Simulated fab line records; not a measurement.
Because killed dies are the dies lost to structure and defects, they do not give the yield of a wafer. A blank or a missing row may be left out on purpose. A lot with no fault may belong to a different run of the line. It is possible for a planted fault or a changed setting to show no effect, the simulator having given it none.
fab line records | flow n5Finfet | part 2 of 2: steps 8 to 8 of 8
record lots=7 wafers=21 lastDay=15
route steps=1938 shown BEOL_M7@1330 BEOL_M8@1342 BEOL_M15@1830 PASSIVATION@1936
lots with no fault: from the same line, run without faults
startH: the number of hours between the record's first day and the start of the first shown wafer of the lot | waitH: hours elapsed since this lot's preceding step | " repeats the value in the row above | L1.1+2: several wafers, shown together as one row | - no value present, or no start provided | * or withheld: withheld | < > ~ a bound
route shown NAME@n: NAME is a module with steps in the file, n the number in the route of the first one | usual: mean/standard deviation taken from wafers without a fault | same: alike in all rows | chamber/n: place in a boat | sites: the reading at each site | _std_site: the values' standard deviation | _edge_site: the outer-site mean with the inner-site mean subtracted | radiusMm: how far each site lies from the wafer's centre | mask NAME#n: copy n | behind: the tool/chamber that last shaped the wafer | hold: why the lot was held/for how many hours/how that ended | device: transistor that didn't switch, given as n, p or np | end of line: the same wafers' tests at the end of the route | a step given without rows: its recipe and nothing more | killed: count of dies lost to structure and defects at first sort (not the wafer's yield) | map: the dies of a wafer, with x for killed, . for not killed, _ for no die there
set.NAME: the setting as run; set.NAME@STEP: as run at that earlier step | model.NAME: the simulator's own value behind a step, which no gauge read
one table for each step of the route and one row for each wafer, over a sample of lots
services: a tool's chamber out of use, with start hour (startH, from the record's first day; less than 0 if before it), hours out, and reason
## steps
# step N5_PASSIVATION_PROBE_49
# usual defectLimitedYield=91.0/1.4 killed_at_M0_to_M3=36/11 killed_at_M4_up=13/5.4 killedAtContacts=12/6.4 killedAtFrontEnd=41/13 killedAtOther=2.9/2.3 killedDies=106/17 killedOnRim=14/3.9 killedOpen=70/12 killedShort=34/8.4 sort_bin_5_function=5.2/1 sort_bin_6_memory=3.4/0.63 sort_bin_8_speed=0.1/0.49 sortNPass=1074/18 sortYieldPct=91.0/1.6
# same grossDies=1180 killedAtBackSide=0 sort_bin_4_leakage[%]=0
# columns lot.wafer tool chamber startH waitH defectLimitedYield[%] killed_at_M0_to_M3 killed_at_M4_up killedAtContacts killedAtFrontEnd killedAtOther killedDies killedOnRim killedOpen killedShort sort_bin_5_function[%] sort_bin_6_memory[%] sort_bin_8_speed[%] sortNPass sortYieldPct[%]
L161.2 prober-02 - 275.20 0.1 92.5 41 14 9 21 4 89 12 56 33 4.2 3.3 0 1091 92.5
L161.3 prober-02 - 275.25 0.1 92.6 25 9 17 33 3 87 14 51 31 3.5 3.5 0 1093 92.6
L161.5 prober-02 - 275.35 0.2 92.8 32 18 6 28 1 85 9 63 22 4.7 2.4 0 1095 92.8
L167.2 prober-01 - 306.33 0.1 86.3 27 77 19 35 4 162 44 63 33 5.0 2.7 0 1018 86.3
L167.4 prober-01 - 306.43 0.2 80.9 36 151 7 30 1 225 76 56 25 4.6 2.3 0 955 80.9
L167.5 prober-01 - 306.48 0.2 88.5 34 50 16 34 2 136 30 71 29 4.9 3.5 0 1044 88.5
L170.2 prober-01 - 323.73 0.1 91.7 34 22 11 31 0 98 15 64 26 4.5 3.0 0 1082 91.7
L170.3 prober-01 - 323.78 0.1 91.0 26 36 3 38 3 106 24 53 29 4.3 2.7 0 1074 91.0
L170.4 prober-01 - 323.83 0.2 82.8 18 149 13 19 4 203 64 56 15 3.1 3.1 0 977 82.8
L171.3 prober-01 - 335.41 0.1 91.0 43 17 11 32 3 106 16 60 44 4.7 3.8 0 1074 91.0
L171.5 prober-01 - 335.51 0.2 90.9 41 11 4 48 3 107 14 74 33 5.0 4.0 0 1073 90.9
L171.6 prober-01 - 335.56 0.3 89.4 54 19 10 41 1 125 16 91 33 6.1 4.1 3.7 1011 85.7
L173.2 prober-01 - 348.04 0.1 89.0 39 25 11 53 2 130 13 85 42 6.8 4.2 0 1050 89.0
L173.3 prober-01 - 348.09 0.1 89.7 58 13 13 37 0 121 12 72 47 6.1 3.7 0 1059 89.7
L173.5 prober-01 - 348.19 0.2 90.8 38 6 7 57 0 108 20 61 44 4.7 4.1 0 1072 90.8
L175.1 prober-01 - 360.00 0.0 91.4 41 6 6 48 0 101 6 56 39 5.1 2.9 0 1079 91.4
L175.2 prober-01 - 360.05 0.1 90.4 26 15 5 66 1 113 20 58 43 4.9 3.8 0 1067 90.4
L175.3 prober-01 - 360.10 0.1 90.8 47 3 11 46 1 108 14 62 36 5.2 3.1 0 1072 90.8
L177.1 prober-02 - 362.40 0.0 94.0 24 3 9 33 2 71 11 46 22 3.4 2.5 0 1109 94.0
L177.5 prober-02 - 362.60 0.2 90.5 38 11 19 37 7 112 17 63 49 5.8 3.6 0 1068 90.5
L177.6 prober-02 - 362.65 0.3 91.0 28 8 14 47 9 106 21 64 39 6.0 2.9 0 1074 91.0
# killed by level:class
L161.2 BEOL_M0_SAQP:geometricParticle:open=15 BEOL_M0_SAQP:geometricParticle:short=15 MOL_CONTACT_COAG:geometricParticle:open=8 FIN_SAQP:geometricParticle:open=5 BEOL_M1:geometricParticle:open=5 BEOL_M4:geometricParticle:open=5 STI_FIN_REVEAL:geometricParticle:open=4 GATE_CUT:geometricParticle:short=3
L161.3 MOL_CONTACT_COAG:geometricParticle:open=14 BEOL_M0_SAQP:geometricParticle:open=6 DUMMY_GATE:geometricParticle:open=5 GATE_CUT:geometricParticle:short=5 BEOL_M2:geometricParticle:open=5 BEOL_M0_SAQP:geometricParticle:short=4 BEOL_M1:geometricParticle:open=4 BEOL_M3:geometricParticle:open=4
L161.5 FIN_SAQP:geometricParticle:open=12 BEOL_M3:geometricParticle:open=10 BEOL_M0_SAQP:geometricParticle:open=7 MOL_CONTACT_COAG:geometricParticle:open=6 BEOL_M2:geometricParticle:open=6 BEOL_M4:geometricParticle:open=6 BEOL_M6:geometricParticle:open=5 FIN_SAQP:geometricParticle:short=4
L167.2 BEOL_M8:areaExpose=66 MOL_CONTACT_COAG:geometricParticle:open=17 GATE_CUT:geometricParticle:short=7 BEOL_M4:geometricParticle:open=7 STI_FIN_REVEAL:geometricParticle:open=6 BEOL_M3:geometricParticle:open=6 DUMMY_GATE:geometricParticle:open=5 FIN_SAQP:geometricParticle:short=4
L167.4 BEOL_M8:areaExpose=144 BEOL_M2:geometricParticle:open=10 BEOL_M3:geometricParticle:open=10 BEOL_M1:geometricParticle:open=7 FIN_SAQP:geometricParticle:open=6 STARTING-WAFER:geometricParticle:short=5 MOL_CONTACT_COAG:geometricParticle:open=5 BEOL_M0_SAQP:geometricParticle:open=4
L167.5 BEOL_M8:areaExpose=34 MOL_CONTACT_COAG:geometricParticle:open=13 BEOL_M3:geometricParticle:open=10 DUMMY_GATE:geometricParticle:open=9 BEOL_M4:geometricParticle:open=8 BEOL_M0_SAQP:geometricParticle:open=5 FIN_SAQP:geometricParticle:open=4 FIN_SAQP:geometricParticle:short=4
L170.2 MOL_CONTACT_COAG:geometricParticle:open=9 STI_FIN_REVEAL:geometricParticle:open=9 BEOL_M0_SAQP:geometricParticle:open=9 BEOL_M1:geometricParticle:open=8 BEOL_M3:geometricParticle:open=6 BEOL_M8:areaExpose=6 DUMMY_GATE:geometricParticle:open=5 BEOL_M4:geometricParticle:open=5
L170.3 BEOL_M8:areaExpose=20 FIN_SAQP:geometricParticle:short=7 STI_FIN_REVEAL:geometricParticle:open=7 BEOL_M3:geometricParticle:open=7 BEOL_M5:geometricParticle:open=6 BEOL_M0_SAQP:geometricParticle:open=5 BEOL_M0:geometricParticle:open=5 STARTING-WAFER:geometricParticle:short=5
L170.4 BEOL_M8:areaExpose=130 MOL_CONTACT_COAG:geometricParticle:open=11 BEOL_M4:geometricParticle:open=8 BEOL_M1:geometricParticle:open=5 BEOL_M0_SAQP:geometricParticle:open=5 BEOL_M3:geometricParticle:open=5 STARTING-WAFER:geometricParticle:open=4 GATE_CUT:geometricParticle:short=3
L171.3 BEOL_M1:geometricParticle:open=12 FIN_SAQP:geometricParticle:open=7 MOL_CONTACT_COAG:geometricParticle:open=7 BEOL_M0_SAQP:geometricParticle:short=7 FIN_SAQP:geometricParticle:short=6 BEOL_M5:geometricParticle:open=6 BEOL_M1:geometricParticle:short=5 BEOL_M2:geometricParticle:open=5
L171.5 FIN_SAQP:geometricParticle:open=21 BEOL_M3:geometricParticle:open=14 FIN_SAQP:geometricParticle:short=10 BEOL_M0_SAQP:geometricParticle:open=10 BEOL_M4:geometricParticle:open=8 BEOL_M0_SAQP:geometricParticle:short=6 BEOL_M3:geometricParticle:short=6 MOL_CONTACT_COAG:geometricParticle:open=4
L171.6 MOL_CONTACT_COAG:geometricParticle:open=9 BEOL_M3:geometricParticle:open=9 BEOL_M0_SAQP:geometricParticle:open=9 BEOL_M1:geometricParticle:open=9 BEOL_M2:geometricParticle:open=9 BEOL_M4:geometricParticle:open=9 FIN_SAQP:geometricParticle:open=8 BEOL_M0_SAQP:geometricParticle:short=8
L173.2 FIN_SAQP:geometricParticle:open=15 BEOL_M0_SAQP:geometricParticle:open=11 GATE_CUT:geometricParticle:open=8 BEOL_M4:geometricParticle:open=8 MOL_CONTACT_COAG:geometricParticle:open=7 BEOL_M1:geometricParticle:short=6 BEOL_M1:geometricParticle:open=6 BEOL_M3:geometricParticle:open=6
L173.3 BEOL_M0_SAQP:geometricParticle:short=15 BEOL_M3:geometricParticle:open=11 BEOL_M1:geometricParticle:short=10 MOL_CONTACT_COAG:geometricParticle:open=9 STI_FIN_REVEAL:geometricParticle:open=8 FIN_SAQP:geometricParticle:open=6 GATE_CUT:geometricParticle:open=6 BEOL_M0_SAQP:geometricParticle:open=6
L173.5 FIN_SAQP:geometricParticle:short=14 FIN_SAQP:geometricParticle:open=13 GATE_CUT:geometricParticle:short=11 BEOL_M1:geometricParticle:open=8 BEOL_M2:geometricParticle:open=7 STI_FIN_REVEAL:geometricParticle:open=6 MOL_CONTACT_COAG:geometricParticle:open=6 BEOL_M1:geometricParticle:short=6
L175.1 FIN_SAQP:geometricParticle:short=12 BEOL_M1:geometricParticle:open=11 STI_FIN_REVEAL:geometricParticle:open=10 FIN_SAQP:geometricParticle:open=7 BEOL_M0_SAQP:geometricParticle:short=6 BEOL_M0:geometricParticle:open=5 HKMG_FIN:areaEtch=5 GATE_CUT:geometricParticle:short=4
L175.2 FIN_SAQP:geometricParticle:open=17 FIN_SAQP:geometricParticle:short=16 HKMG_FIN:areaEtch=8 STI_FIN_REVEAL:geometricParticle:open=7 BEOL_M1:geometricParticle:open=6 BEOL_M4:geometricParticle:open=6 BEOL_M1:geometricParticle:short=5 BEOL_M3:geometricParticle:open=5
L175.3 FIN_SAQP:geometricParticle:short=11 BEOL_M0_SAQP:geometricParticle:open=11 STI_FIN_REVEAL:geometricParticle:open=10 MOL_CONTACT_COAG:geometricParticle:open=8 BEOL_M0_SAQP:geometricParticle:short=8 HKMG_FIN:areaEtch=8 BEOL_M0:geometricParticle:open=7 FIN_SAQP:geometricParticle:open=5
L177.1 BEOL_M2:geometricParticle:open=10 FIN_SAQP:geometricParticle:open=8 MOL_CONTACT_COAG:geometricParticle:open=7 BEOL_M0_SAQP:geometricParticle:short=5 FIN_SAQP:geometricParticle:short=4 BEOL_M1:geometricParticle:open=4 DUMMY_GATE:geometricParticle:open=3 ILD0:geometricParticle:open=3
L177.5 MOL_CONTACT_COAG:geometricParticle:open=14 STI_FIN_REVEAL:geometricParticle:open=9 BEOL_M0_SAQP:geometricParticle:short=9 BEOL_M1:geometricParticle:open=9 FIN_SAQP:geometricParticle:short=6 GATE_CUT:geometricParticle:short=6 FIN_SAQP:geometricParticle:open=5 MOL_CONTACT_COAG:geometricParticle:short=5
L177.6 GATE_CUT:geometricParticle:short=13 MOL_CONTACT_COAG:geometricParticle:open=12 BEOL_M2:geometricParticle:open=7 STI_FIN_REVEAL:geometricParticle:open=6 GATE_CUT:geometricParticle:open=6 BEOL_M0_SAQP:geometricParticle:short=5 DUMMY_GATE:geometricParticle:short=5 DUMMY_GATE:geometricParticle:open=5
## services
# columns tool chamber startH hours kind
arfiScanner-02 - 193.51 1.0 pm
rieDiel-01 0 196.80 1.5 repair
rieDiel-01 2 198.84 3.8 repair
arfiScanner-01 - 201.61 4.9 pm
arfiScanner-03 - 205.26 1.3 pm
arfiScanner-02 0 210.65 - calibration
arfiScanner-02 - 211.20 21.5 repair
arfiScanner-01 0 211.86 - calibration
arfiScanner-01 - 211.89 5.0 pm
rieDiel-01 2 218.70 - clean
rieDiel-05 - 219.15 28.1 pm
arfiScanner-01 - 221.64 0.8 pm
rieDiel-01 1 224.90 1.9 repair
arfiScanner-02 - 232.71 0.8 pm
arfiScanner-01 - 243.41 7.7 repair
arfiScanner-01 - 252.80 1.3 pm
arfiScanner-01 - 257.43 1.0 pm
rieDiel-01 - 260.12 2.1 repair
arfiScanner-03 - 264.97 1.0 pm
arfiScanner-02 - 269.48 1.3 pm
rieDiel-05 1 284.51 16.5 repair
rieDiel-05 0 287.28 3.1 repair
arfiScanner-03 - 288.52 3.9 pm
arfiScanner-02 - 291.48 1.0 pm
## key
firstSign step=N5_BEOL_M8_EXPOSE_08 reading=exposureDoseMJCm2 direction=up sigmas=99+ usual=68.22 struck=75.01
effect step=N5_BEOL_M8_CD_MEAS_11 reading=cdNm direction=up sigmas=6.1 usual=38.4 struck=43.1 through=controlLoop
effect step=N5_BEOL_M8_CD_MEAS_18 reading=cdNm direction=up sigmas=5.5 usual=39.9 struck=44.4 through=controlLoop
effect step=N5_BEOL_M15_RC_MEAS_101 reading=SERP_M8 direction=down sigmas=3.8 usual=14.0 struck=11.5
effect step=N5_PASSIVATION_PROBE_49 reading=killed_at_M4_up direction=up sigmas=13 usual=13 struck=81 wafersMoved=5
moreKillsBornAt N5_BEOL_M8_EXPOSE_08@arfiScanner-01=400
metAt N5_BEOL_M8_EXPOSE_08
struckLots L167,L170
loopTrim step=N5_BEOL_M8_EXPOSE_08 setting=dose lots=L170
notActingAt N5_BEOL_M7_RS_MEAS_57,N5_BEOL_M8_OVL_MEAS_12,N5_BEOL_M8_ETCH_62
onsetBetween 208.97 233.86
earlierFault kind=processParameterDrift tool=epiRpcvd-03 chamber=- onsetH=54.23 steps=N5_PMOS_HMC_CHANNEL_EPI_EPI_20 channel=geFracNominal offset=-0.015 shape=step stated=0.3
earlierFault kind=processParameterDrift tool=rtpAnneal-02 chamber=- onsetH=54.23 steps=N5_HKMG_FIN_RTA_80 channel=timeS offset=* shape=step actsIn=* stated=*
fault kind=processParameterDrift tool=arfiScanner-01 chamber=- onsetH=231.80 steps=N5_BEOL_M8_EXPOSE_08 channel=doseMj offset=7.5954 shape=step actsIn=theseRecipesOnly stated=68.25
# loopTrim: a control loop set the setting to another value than it would have without faults
